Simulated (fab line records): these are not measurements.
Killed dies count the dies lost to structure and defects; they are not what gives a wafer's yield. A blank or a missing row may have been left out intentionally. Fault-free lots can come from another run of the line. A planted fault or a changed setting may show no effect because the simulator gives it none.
Which tool did it? :: flow nand_harc :: 6 lots, 16 wafers sampled, at 3 steps of a route of 1302

## WHAT THE GAUGES SHOWED, per wafer
NHARC_A_ONON_D2_THK_MEAS_02: measures by ellipsometry.
lot: L216
measured: day 13 05:32
on: film_metro-02
thk_nm (nm): 1007 1005 1005

lot: L218
measured: day 13 18:34
on: film_metro-02
thk_nm (nm): 999 999 1000

lot: L221
measured: day 14 22:07
on: film_metro-01
thk_nm (nm): 995 995 994

lot: L223
measured: day 16 00:17
on: film_metro-01
thk_nm (nm): 681 681

lot: L236
measured: day 21 03:55
on: film_metro-01
thk_nm (nm): 987 988 989

lot: L237
measured: day 22 01:16
on: film_metro-01
thk_nm (nm): 997 998 997

## TOOL THAT RAN EACH LOT (tool first, then ch and the chambers of the sampled wafers, then the start)
lot: L216
NHARC_A_CHANNEL_FILL_D1_ALD_14: ald_hk-02 ch 0,1,2, day 10 02:04
NHARC_A_ONON_D2_DEP_00: pecvd_onon-02 ch 0, day 13 05:01

lot: L218
NHARC_A_CHANNEL_FILL_D1_ALD_14: ald_hk-04 ch 0,2,3, day 10 09:08
NHARC_A_ONON_D2_DEP_00: pecvd_onon-03 ch 0, day 13 18:04

lot: L221
NHARC_A_CHANNEL_FILL_D1_ALD_14: ald_hk-04 ch 0,1,2, day 11 10:07
NHARC_A_ONON_D2_DEP_00: pecvd_onon-01 ch 0, day 14 21:40

lot: L223
NHARC_A_CHANNEL_FILL_D1_ALD_14: ald_hk-04 ch 0, day 12 16:32
NHARC_A_ONON_D2_DEP_00: pecvd_onon-02 ch 0, day 15 23:46

lot: L236
NHARC_A_CHANNEL_FILL_D1_ALD_14: ald_hk-04 ch 0,1,2, day 17 23:41
NHARC_A_ONON_D2_DEP_00: pecvd_onon-02 ch 0, day 21 03:24

lot: L237
NHARC_A_CHANNEL_FILL_D1_ALD_14: ald_hk-02 ch 0,3, day 18 17:08
NHARC_A_ONON_D2_DEP_00: pecvd_onon-03 ch 0, day 22 00:50
- NHARC_A_CHANNEL_FILL_D1_ALD_14: deposits SiO2, target thk 2.5 nm, pulse time 10 s, ald cycles 25.
- NHARC_A_ONON_D2_DEP_00: target thk 1000 nm.

## THE ANSWER, worked out from the rows above alone
Rule: usual is defined by the lots themselves. Put in order of their means at a reading, lots are off if they are a third of the lots or fewer, leave a main group of 4 or more, and stand apart from it by a gap of 3 or more times the standard deviation of the main group's means; of several such gaps the widest counts. A main group is skipped when, at the precision printed for the reading in the tables above, its means are all equal. Also off: a lot with no number at a reading for which 4 or more lots have one. Where the step has rows for the other lots, those lots are counted as sound.
Off: L223 (NHARC_A_ONON_D2_THK_MEAS_02, thk_nm). The main group has a mean of 997 nm with a standard deviation of 5.8.
A tool fits if, at a process step before that reading, it ran every lot that is off, and no sound lot after the first of them. The gauges at NHARC_A_ONON_D2_THK_MEAS_02 are tried like those tools. None of those tried fits.

## WHAT THE SIMULATOR HAD INSERTED
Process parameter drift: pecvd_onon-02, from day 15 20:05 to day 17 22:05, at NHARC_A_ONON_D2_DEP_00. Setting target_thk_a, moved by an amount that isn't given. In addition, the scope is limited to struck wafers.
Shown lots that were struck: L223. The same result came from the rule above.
